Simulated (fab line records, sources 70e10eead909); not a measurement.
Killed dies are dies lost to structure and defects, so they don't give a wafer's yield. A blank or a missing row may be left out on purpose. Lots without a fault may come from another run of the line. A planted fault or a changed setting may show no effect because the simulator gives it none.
Problem report in the 8D (eight disciplines) form, filled by code | flow nand_harc | the parts of the form that need people (team, actions taken, sign-off) are left out

1. THE PROBLEM
killed_at_periphery at NHARC_END_SORT_01 reads a mean of 96.5 on 2 wafers of 2 lots; wafers without a fault read 3.6 with a standard deviation of 2.9. That is +32 standard deviations from the usual mean.
First seen on wafer L712.1, day 23 12:23, on prober-02. The record holds 6 wafers of 2 lots with a number at this step. Rule for "out", or "out of limits": more than 4 standard deviations from the usual mean. The other wafers with a number count as sound.

2. WHAT IT IS AND WHAT IT IS NOT
question                    | is                               | is not
which readings at this step | killed_at_periphery, killed_dies | killed_at_array, killed_at_other, killed_open, killed_short
which lots                  | L712, L714                       | -
which wafers of those lots  | L712.1, L714.1                   | L712.2, L712.5, L714.4, L714.6
read on which gauges        | prober-01, prober-02             | -
when                        | from day 23 12:23                | up to then (0 sound wafers); but 4 sound wafers of L712, L714 came after

3. SUSPECTS, AND WHAT RULES EACH OUT
Counting: a tool at a process step up to the reading stays a suspect if it ran every lot that is out. Sound lots after the first of them don't rule it out here, since some wafers of a struck lot are sound.
- the gauge at NHARC_END_SORT_01: ruled out. The wafers that are out were read on 2 gauges (prober-01, prober-02).
- rie_diel-03 at NHARC_P_GATE_ETCH_104 (etches the open film in CF4/CHF3, target depth 60 nm): kept. It ran every lot that is out, first L712 (day 8 14:05). Its own readings are out on those wafers: oes_product_au.
- Within rie_diel-03 at NHARC_P_GATE_ETCH_104: the wafers that are out ran in chamber 2; their sound lot-mates ran in chambers 0, 1, 3.
Left after counting: rie_diel-03 at NHARC_P_GATE_ETCH_104.

4. THE CAUSE (what the simulator had put in)
Process parameter drift: rie_diel-03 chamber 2, from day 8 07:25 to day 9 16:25, at NHARC_P_GATE_ETCH_104. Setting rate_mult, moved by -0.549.
Counting left only this tool.

5. THE CHAIN OF EFFECTS, in route order
Each row: a reading whose mean over the struck wafers that have a number lies more than 3 standard deviations from the usual. Only readings for which the record gives a usual standard deviation are gone through. hours: the time from each lot's start at the first step in this table that gives one to its start at this step, as a median over the lots. sigmas: the change in usual standard deviations.
hours | step                  | reading             | usual      | on struck wafers | change | sigmas
0     | NHARC_P_GATE_ETCH_104 | oes_product_au      | 0.948 a.u. | 0.634            | -0.314 | -14
357   | NHARC_END_SORT_01     | killed_at_periphery | 3.6        | 96.5             | +92.9  | +32
357   | NHARC_END_SORT_01     | killed_dies         | 29         | 126              | +98    | +9.8
The process steps in it:
- NHARC_P_GATE_ETCH_104: etches the open film in CF4/CHF3, target depth 60 nm.

6. WHAT WOULD HAVE CAUGHT IT SOONER
In this record the first reading out of limits at a measuring or inspecting step was taken at day 23 12:23, 365 hours after the fault began at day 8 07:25.
The tool's own readings at NHARC_P_GATE_ETCH_104 were out on every struck wafer that the step has a row for (oes_product_au): an alarm limit on them would have fired on the first of those.
All the lots that are out (2) had begun NHARC_P_GATE_ETCH_104 on rie_diel-03 by day 23 12:23. A hold on the tool at that time would have spared none of them.
